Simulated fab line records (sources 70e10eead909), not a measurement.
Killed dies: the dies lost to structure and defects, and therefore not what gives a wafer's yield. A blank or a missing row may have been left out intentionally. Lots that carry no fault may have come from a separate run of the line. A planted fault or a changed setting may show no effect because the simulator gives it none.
Comparing a struck lot with a sound one + flow nandHarc + 22 steps out of a route of 1302
Sound: the wafers L565.3, L565.4, L565.6. Wafers struck: L570.1, L570.2, L570.3. The cause comes at the end.
For every step that has rows: the tool of each side, followed by ch and its chambers, followed by its first start. Under that, the readings that differ: sound wafers + struck wafers + difference of the means + sigmas: that difference in standard deviations of wafers without a fault.
alike: words and numbers the same on both sides, and readings whose means are apart by under 2 such deviations; not compared: readings that were withheld, readings missing a value for some wafer, numbers with overlapping values and no deviation given by the record, and bounds like >300 which may hide the same value.
Wherever a step has rows on one side only, a row that says differs or no value, or a row with sigmas, the two part there. When numbers do not overlap yet have no deviation, they are printed without sigmas and do not part them. Lack of a reading on every wafer of one side parts them only where that side has two or more wafers.

NHARC_A_ZERO_WELL_CD_MEAS_10: the cd target is 2000 nm.
  sound on cdSem-02 ch 0, day 10 11:35; struck on cdSem-02 ch 0, day 12 19:42
  alike: cdNm
then, 1 step without rows for these wafers: NHARC_A_ZERO_WELL_HARDBAKE_11 (time 65 s).
NHARC_A_ZERO_WELL_DESCUM_12: chemistry O2, time 3 s.
  sound on rieDiel-10 ch 0,1,3, day 10 11:45; struck on rieDiel-10 ch 0,2,3, day 12 19:52
  alike: drypumpMotorCurrentA, oesProductAu, rfVppV, showerheadPlenumPTorr, throttleValvePct
  not compared: rfHoursCounterH
NHARC_A_ZERO_WELL_ETCH_19: etches the open film in N2/H2, target depth 80 nm, overetch 24 nm, time 87.88 s.
  sound on rieDiel-10 ch 0,1,2, day 10 11:49; struck on rieDiel-10 ch 0,2,3, day 12 19:57
  alike: drypumpMotorCurrentA, oesProductAu, rfVppV, showerheadPlenumPTorr, throttleValvePct
  not compared: rfHoursCounterH
NHARC_A_ZERO_WELL_ETCH_13: etches the open film in HBr/Cl2, target depth 120 nm, time 40.1 s.
  sound on rieSi-05 ch 0,2,3, day 10 11:57; struck on rieSi-04 ch 0,1,3, day 12 20:04
  alike: drypumpMotorCurrentA, oesProductAu, throttleValvePct
  not compared: rfHoursCounterH
then, 4 steps without rows for these wafers: NHARC_A_ZERO_WELL_STRIP_14 (strips in SPM, time 900 s); NHARC_A_ZERO_WELL_IMPLANT_15; NHARC_A_ZERO_WELL_PRECLEAN_22 (cleans in SC1, time 60 s); NHARC_A_ZERO_WELL_SRD_23.
NHARC_A_ZERO_WELL_RTA_16: time 10 s.
  sound on rtpAnneal-02 ch 0, day 10 13:01; struck on rtpAnneal-01 ch 0, day 12 20:58
| reading             | sound          | struck         | difference | sigmas |
|---------------------|----------------|----------------|------------|--------|
| lampPowerPct (%)    | 27.6 27.6 27.6 | 31.4 31.4 31.4 | +3.8       | +2     |
| lamp_zone_2_pct (%) | 27.6 27.6 27.6 | 31.4 31.4 31.4 | +3.8       | +2     |
| lamp_zone_5_pct (%) | 27.6 27.6 27.6 | 31.4 31.4 31.5 | +3.8       | +2     |
  alike: annealTempCMax, wafer_temp_C_max
NHARC_A_ZERO_WELL_INSPECT_17:
  sound on defectInspect-02 at day 10 13:09; struck on defectInspect-01 at day 12 21:10
  alike: rawDefectCount
NHARC_A_SOURCE_PLATE_PRECLEAN_00: cleans in HF-LAST, time 60 s.
  sound on wetBench-06 ch 0,3,4, day 10 13:12; struck on wetBench-04 ch 3,4,5, day 12 21:13
then, 2 steps without rows for these wafers: NHARC_A_SOURCE_PLATE_SRD_01; NHARC_A_SOURCE_PLATE_OXIDE_02 (material SiO2, target thk 10 nm, ox time 1362 s).
NHARC_A_SOURCE_PLATE_THK_MEAS_09: measures by ellipsometry.
  sound on filmMetro-01 at day 10 20:26; struck on filmMetro-01 at day 13 04:17
  alike: thkNm
then, 3 steps without rows for these wafers: NHARC_A_SOURCE_PLATE_PVD_04 (deposits WSi2, target thk 50 nm); NHARC_A_SOURCE_PLATE_CVD_03 (deposits poly-Si, target thk 200 nm, time 4000 s); NHARC_A_SOURCE_PLATE_ANNEAL_05 (time 1800 s).
NHARC_A_SOURCE_PLATE_THK_MEAS_06: measures by ellipsometry.
  sound on filmMetro-01 at day 11 09:13; struck on filmMetro-01 at day 13 18:52
| reading    | sound             | struck            | difference | sigmas |
|------------|-------------------|-------------------|------------|--------|
| thkNm (nm) | 204.1 204.6 205.7 | 198.8 197.4 201.9 | -5.4       | -2     |
NHARC_A_SOURCE_PLATE_INSPECT_08:
  sound on defectInspect-01 at day 11 09:20; struck on defectInspect-02 at day 13 18:57
| reading        | sound    | struck      | difference | sigmas |
|----------------|----------|-------------|------------|--------|
| rawDefectCount | 44 77 79 | 475 457 431 | +388       | +18    |
following that, 1 step holds no rows for these wafers, namely NHARC_A_ONON_D1_DEP_00 (target thickness 1000 nm).
-- record jumps: 17 days between struck wafers' starts before vs after; left off in module A_ONON_D1, resumes in module END, first step shown is number 1302 of the route --
NHARC_END_SORT_01:
  at this point the record logs the struck wafers (prober-02 ch 0, day 30 17:29) and has no rows for the sound ones

WHERE THEY PART
Earliest at NHARC_A_ZERO_WELL_RTA_16; latest, in this record, at NHARC_END_SORT_01.

WHY: the cause the simulator had injected
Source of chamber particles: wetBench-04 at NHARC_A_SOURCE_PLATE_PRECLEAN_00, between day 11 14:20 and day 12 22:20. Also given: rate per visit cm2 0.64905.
